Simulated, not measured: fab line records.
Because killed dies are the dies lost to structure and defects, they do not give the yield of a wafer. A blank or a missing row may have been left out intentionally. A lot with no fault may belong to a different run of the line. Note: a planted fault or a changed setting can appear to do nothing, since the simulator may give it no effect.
Matching of chambers ; flow n5_finfet ; N5_BEOL_M14_ETCH_67 on rie_diel-01 has 4 sister chambers
The step etches SiARC in CF4, target depth 143 nm, time 238.3 s. 24 wafers are shown with their chamber, then 12 later ones without.

EACH WAFER AND ITS CHAMBER
wafer;chamber;drypump_motor_current_A (A);oes_product_au (a.u.);showerhead_plenum_p_Torr (Torr)
L075.1;0;6.4;0.61;2.21
L075.3;1;5.7;0.64;2.22
L075.6;2;5.2;0.75;2.18
L076.3;1;5.7;0.65;2.22
L076.4;0;6.4;0.61;2.21
L076.6;0;6.4;0.61;2.21
L078.3;0;6.4;0.61;2.21
L078.4;2;5.2;0.76;2.18
L078.5;1;5.7;0.64;2.22
L079.1;1;5.7;0.64;2.22
L079.4;0;6.3;0.61;2.21
L079.5;1;5.7;0.64;2.22
L086.3;1;5.7;0.63;2.21
L086.5;2;5.2;0.73;2.17
L086.6;3;6.3;0.61;2.21
L087.1;2;5.3;0.71;2.17
L087.2;1;5.7;0.62;2.21
L087.3;1;5.7;0.62;2.21
L087.4;2;5.2;0.72;2.17
L087.5;1;5.7;0.62;2.21
L087.6;2;5.2;0.72;2.17
L092.1;1;5.7;0.61;2.20
L092.2;2;5.2;0.70;2.16
L092.3;0;6.4;0.59;2.20

SIGNATURES (averages over the wafers above)
reading;chamber 0;chamber 1;chamber 2;chamber 3;scatter within a chamber
drypump_motor_current_A;6.383;5.700;5.214;6.300;0.0291
oes_product_au;0.6067;0.6310;0.7271;0.6100;0.0151
showerhead_plenum_p_Torr;2.2083;2.2140;2.1714;2.2100;0.00636
Rule: a wafer's distance from a chamber is the root of the sum, over the readings, of the square of ((its reading less the chamber's mean) divided by the reading's scatter). The wafer belongs to the nearest chamber; if the next one is less than 2 further off, it can't be placed. How the scatter is found: for the shown wafers, subtract from each reading the mean of its chamber, square and add these, divide the total by (wafers less chambers), then take the root.

WAFERS WITHOUT THEIR CHAMBER
wafer;drypump_motor_current_A (A);oes_product_au (a.u.);showerhead_plenum_p_Torr (Torr)
L092.4;6.4;0.59;2.20
L092.5;5.2;0.70;2.16
L092.6;5.7;0.60;2.20
L093.1;6.4;0.59;2.19
L093.2;5.2;0.70;2.16
L093.3;5.7;0.61;2.20
L093.4;5.2;0.70;2.16
L093.5;5.7;0.61;2.20
L093.6;6.3;0.58;2.19
L095.2;5.7;0.61;2.20
L095.3;5.7;0.60;2.20
L095.6;5.7;0.61;2.20

THE CHAMBER EACH PASSED THROUGH
wafer;from the rows above;in truth
L092.4;0;0
L092.5;2;2
L092.6;1;1
L093.1;can't be placed: 0 or 3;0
L093.2;2;2
L093.3;1;1
L093.4;2;2
L093.5;1;1
L093.6;can't be placed: 3 or 0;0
L095.2;1;1
L095.3;1;1
L095.6;1;1
Correct placement for 10 of the 12. Unplaceable from these rows: 2, with the true chamber sitting among the candidates in 2. Number placed wrongly: 0.
